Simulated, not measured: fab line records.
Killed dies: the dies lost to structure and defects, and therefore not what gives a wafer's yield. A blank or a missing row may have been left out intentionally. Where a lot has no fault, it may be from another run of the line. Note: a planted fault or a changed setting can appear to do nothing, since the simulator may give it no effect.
Matching of chambers -- flow n5_finfet -- N5_BEOL_M1_DESCUM_33 on rie_diel-02: 4 sister chambers
The step chemistry O2, time 7 s. 20 wafers are shown with their chamber, then 10 later ones without.

## WAFERS PAIRED WITH THEIR CHAMBERS
wafer,chamber,showerhead_plenum_p_Torr (Torr),throttle_valve_pct (%),oes_product_au (a.u.)
L085.1,1,2.20,20.14,0.86
L085.2,0,2.03,20.29,0.81
L085.3,3,1.96,20.38,0.74
L085.4,2,2.09,20.49,0.74
L085.5,2,2.09,20.47,0.74
L085.6,3,1.96,20.36,0.74
L086.2,0,2.03,20.27,0.80
L086.4,1,2.20,20.15,0.86
L086.6,2,2.09,20.49,0.74
L088.1,3,1.96,20.38,0.73
L088.2,0,2.02,20.29,0.81
L088.6,1,2.20,20.15,0.86
L090.1,3,1.96,20.39,0.74
L090.3,1,2.20,20.17,0.85
L090.5,0,2.02,20.29,0.80
L091.1,2,2.09,20.50,0.73
L091.4,3,1.96,20.39,0.72
L091.5,3,1.96,20.39,0.73
L094.4,3,1.96,20.41,0.73
L094.5,3,1.96,20.38,0.73

SIGNATURES (averages over the wafers above)
reading,chamber 0,chamber 1,chamber 2,chamber 3,scatter within a chamber
showerhead_plenum_p_Torr,2.0250,2.2000,2.0900,1.9600,0.0025
throttle_valve_pct,20.2850,20.1525,20.4875,20.3850,0.0129
oes_product_au,0.8050,0.8575,0.7375,0.7325,0.00612
Rule: distance of a wafer from a chamber = root of the sum over the readings of ((wafer's reading minus chamber's mean) / reading's scatter) squared. The wafer belongs to the nearest chamber; if the next one is less than 2 further off, it can't be placed. The scatter: take each reading less its chamber's mean, square it, sum over the shown wafers, divide by the number of wafers less the number of chambers, and take the root.

## WAFERS MISSING THEIR CHAMBER
wafer,showerhead_plenum_p_Torr (Torr),throttle_valve_pct (%),oes_product_au (a.u.)
L094.6,2.02,20.29,0.80
L095.2,2.09,20.50,0.72
L095.4,1.95,20.40,0.73
L095.5,2.09,20.51,0.72
L097.1,2.20,20.20,0.83
L097.2,2.02,20.32,0.79
L097.3,2.09,20.54,0.72
L097.4,1.95,20.42,0.71
L097.5,2.09,20.54,0.71
L097.6,1.95,20.41,0.72

## THE CHAMBER EACH PASSED THROUGH
wafer,from the rows above,in truth
L094.6,0,0
L095.2,2,2
L095.4,3,3
L095.5,2,2
L097.1,1,1
L097.2,0,0
L097.3,2,2
L097.4,3,3
L097.5,2,2
L097.6,3,3
Placed correctly: 10 of 10. Number that these rows cannot place: 0. 0 placed wrongly.
